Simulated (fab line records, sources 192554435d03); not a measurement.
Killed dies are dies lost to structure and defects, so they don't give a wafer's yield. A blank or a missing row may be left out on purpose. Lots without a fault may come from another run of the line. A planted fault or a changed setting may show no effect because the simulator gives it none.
Split-lot experiment | flow n5_finfet | 7 lots, 21 wafers read, on a route of 1938 steps

THE SPLIT
At N5_FIN_SAQP_PECVD_47 (deposits a-Si from SiH4/He, target thk 45 nm, time 36.3 s), the setting time_s was moved away from the recipe's 36.3 s on 5 of the 21 wafers read, by -12.1% to +6.4%. The other wafers ran this setting at the recipe's value.

FROM THE SPLIT TO THE READING: what the file shows between them, 3 steps
- N5_FIN_SAQP_DEVELOP_15: develop time 30 s (also split here: develop_time_s)
- N5_FIN_SAQP_ETCH_57: etches SiNx in CH3F/O2, target depth 32.5 nm, time 46.4 s
- N5_FIN_SAQP_ETCH_65: etches SiO2 in CF4, target depth 4 nm, time 4.4 s

THE READING
etch.depth_nm (the simulator's own value, which no gauge read), in nm, at N5_FIN_SAQP_MANDREL_ETCH_58 (etches a-Si in HBr/Cl2, stops on SiNx, target depth 45 nm, bt time 10 s, time 27 s). The file gives no usual value for it. The 16 wafers here that ran the recipe average 45.11 nm, standard deviation 0.43 nm.

wafer  | tool, chamber at the split | time_s as run, s | against the recipe | etch.depth_nm, nm | against lot-mates on the recipe
L074.1 | pecvd-01, 2                | 34.14            | -6.0%              | 42.62             | -2.38
L074.2 | pecvd-01, 0                | 36.3             | recipe             | 44.88             | -
L074.5 | pecvd-01, 1                | 36.3             | recipe             | 45.12             | -
L081.1 | pecvd-01, 0                | 36.3             | recipe             | 44.24             | -
L081.5 | pecvd-01, 0                | 36.3             | recipe             | 45.35             | -
L081.6 | pecvd-01, 1                | 36.3             | recipe             | 44.91             | -
L089.3 | pecvd-01, 0                | 36.3             | recipe             | 44.61             | -
L089.5 | pecvd-01, 1                | 36.3             | recipe             | 45.16             | -
L089.6 | pecvd-01, 0                | 38.63            | +6.4%              | 47.87             | +2.98
L090.1 | pecvd-04, 0                | 36.3             | recipe             | 44.68             | -
L090.2 | pecvd-04, 2                | 36.3             | recipe             | 45.69             | -
L090.4 | pecvd-04, 0                | 36.3             | recipe             | 45.61             | -
L091.2 | pecvd-04, 1                | 31.9             | -12.1%             | 39.74             | -4.79
L091.3 | pecvd-04, 0                | 36.3             | recipe             | 44.53             | -
L091.4 | pecvd-04, 1                | 31.9             | -12.1%             | 40.27             | -4.26
L093.1 | pecvd-01, 0                | 37.73            | +3.9%              | 46.67             | +1.06
L093.3 | pecvd-01, 2                | 36.3             | recipe             | 45.5              | -
L093.4 | pecvd-01, 1                | 36.3             | recipe             | 45.71             | -
L096.2 | pecvd-04, 1                | 36.3             | recipe             | 45.41             | -
L096.3 | pecvd-04, 0                | 36.3             | recipe             | 45.04             | -
L096.5 | pecvd-04, 1                | 36.3             | recipe             | 45.25             | -

THE FIT
A straight line over all 21 wafers: etch.depth_nm changes by +0.421 nm for each +1% of time_s; r = +0.98; the points scatter about the line by 0.4 nm.
The same after taking each lot's own level away (the mean of its wafers on the recipe; 21 wafers): +0.382 nm for each +1%; r = +0.98; scatter 0.34 nm.
On that fit, the largest move of time_s shifts the reading by 4.6 nm.
The lots' own levels span 44.530 to 45.605 nm, that is 2.5 times the standard deviation above.
So the lot-to-lot level changes the slope: the two fits differ.
Check: with one of the wafers moved furthest among these (-12.1%) left out of the fit, the line predicts -4.51 nm for it against its lot-mates. It came out at -4.79 nm against them.

OTHER SPLITS ON THESE WAFERS
These wafers also went through other splits before the reading. Each is held against what the fit with the lots' levels taken away leaves over:
other split on the same wafers        | wafers away from the commonest value | r with etch.depth_nm (lot level and that fit taken away)
N5_WELL_APT_COAT_02 spin_rpm          | 7                                    | -0.12
N5_WELL_APT_DESCUM_13 time_s          | 8                                    | +0.31
N5_FIN_SAQP_DEVELOP_15 develop_time_s | 7                                    | -0.37

THE WHOLE CHAIN: every reading that the file lists as answering this split, in the file's order
step                        | what it does                                                                       | reading                                                                           | change (the file's fit)               | r (the file's)
N5_FIN_SAQP_PECVD_47        | deposits a-Si from SiH4/He, target thk 45 nm, time 36.3 s                          | a-Si_of_FIN_SAQP_PECVD_47.thk_nm (the simulator's own value, which no gauge read) | +0.386 nm for each +1% of the setting | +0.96
N5_FIN_SAQP_MANDREL_ETCH_58 | etches a-Si in HBr/Cl2, stops on SiNx, target depth 45 nm, bt time 10 s, time 27 s | etch.depth_nm (the simulator's own value, which no gauge read)                    | +0.386 nm for each +1% of the setting | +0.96

THE FILE'S OWN FIT
etch.depth_nm changes by +0.386 nm for each +1% of time_s, r = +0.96.
